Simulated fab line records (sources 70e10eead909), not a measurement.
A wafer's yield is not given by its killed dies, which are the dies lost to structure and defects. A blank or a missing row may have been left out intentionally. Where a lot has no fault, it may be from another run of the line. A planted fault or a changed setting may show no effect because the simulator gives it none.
Matching of chambers -- flow nand-harc -- NHARC_A_CHANNEL_HOLE_D2_ETCH_44 on rie-diel-11 has 4 sister chambers
The step etches the open film in CF4/O2, target depth 140 nm, overetch 14 nm, time 77 s. 16 wafers are shown with their chamber, then 8 later ones without.

WAFERS PAIRED WITH THEIR CHAMBERS
wafer,chamber,showerhead-plenum-p-Torr (Torr),drypump-motor-current-A (A),rf-vpp-V (V)
L075.2,3,1.31,5.6,197.9
L075.5,3,1.31,5.6,198.1
L075.6,2,1.29,5.9,197.1
L078.3,2,1.29,5.9,197.4
L078.4,3,1.31,5.6,196.8
L078.6,2,1.29,5.9,197.9
L080.1,3,1.31,5.6,198.0
L080.3,0,1.38,6.0,198.2
L080.5,2,1.29,5.9,196.9
L086.1,0,1.37,6.0,199.0
L086.3,1,1.28,6.2,196.2
L086.4,3,1.31,5.6,196.5
L089.1,2,1.29,5.9,196.9
L089.3,3,1.31,5.6,197.0
L089.6,1,1.28,6.2,196.6
L092.4,1,1.28,6.3,195.3

SIGNATURES (means of the wafers above)
reading,chamber 0,chamber 1,chamber 2,chamber 3,scatter within a chamber
showerhead-plenum-p-Torr,1.3750,1.2800,1.2900,1.3100,0.00204
drypump-motor-current-A,6.000,6.233,5.900,5.600,0.0236
rf-vpp-V,198.600,196.033,197.240,197.383,0.602
Rule: a wafer lies at a distance from a chamber equal to the root of the sum of squares, over the readings, of (its reading less the chamber's mean, divided by the reading's scatter). The wafer belongs to the nearest chamber; if the next one is less than 2 further off, it can't be placed. The scatter: take each reading less its chamber's mean, square it, sum over the shown wafers, divide by the number of wafers less the number of chambers, and take the root.

WAFERS WHOSE CHAMBER IS MISSING
wafer,showerhead-plenum-p-Torr (Torr),drypump-motor-current-A (A),rf-vpp-V (V)
L092.5,1.31,5.6,197.1
L092.6,1.37,6.0,199.7
L096.2,1.28,6.3,196.6
L096.3,1.37,5.9,199.2
L096.4,1.31,5.6,197.9
L097.1,1.37,5.9,198.0
L097.2,1.29,5.9,196.5
L097.5,1.29,5.9,197.2

THE CHAMBER EACH PASSED THROUGH
wafer,from the rows above,in truth
L092.5,3,3
L092.6,0,0
L096.2,1,1
L096.3,0,0
L096.4,3,3
L097.1,0,0
L097.2,2,2
L097.5,2,2
8 of 8 placed correctly. Number that these rows cannot place: 0. Wrongly placed: 0.
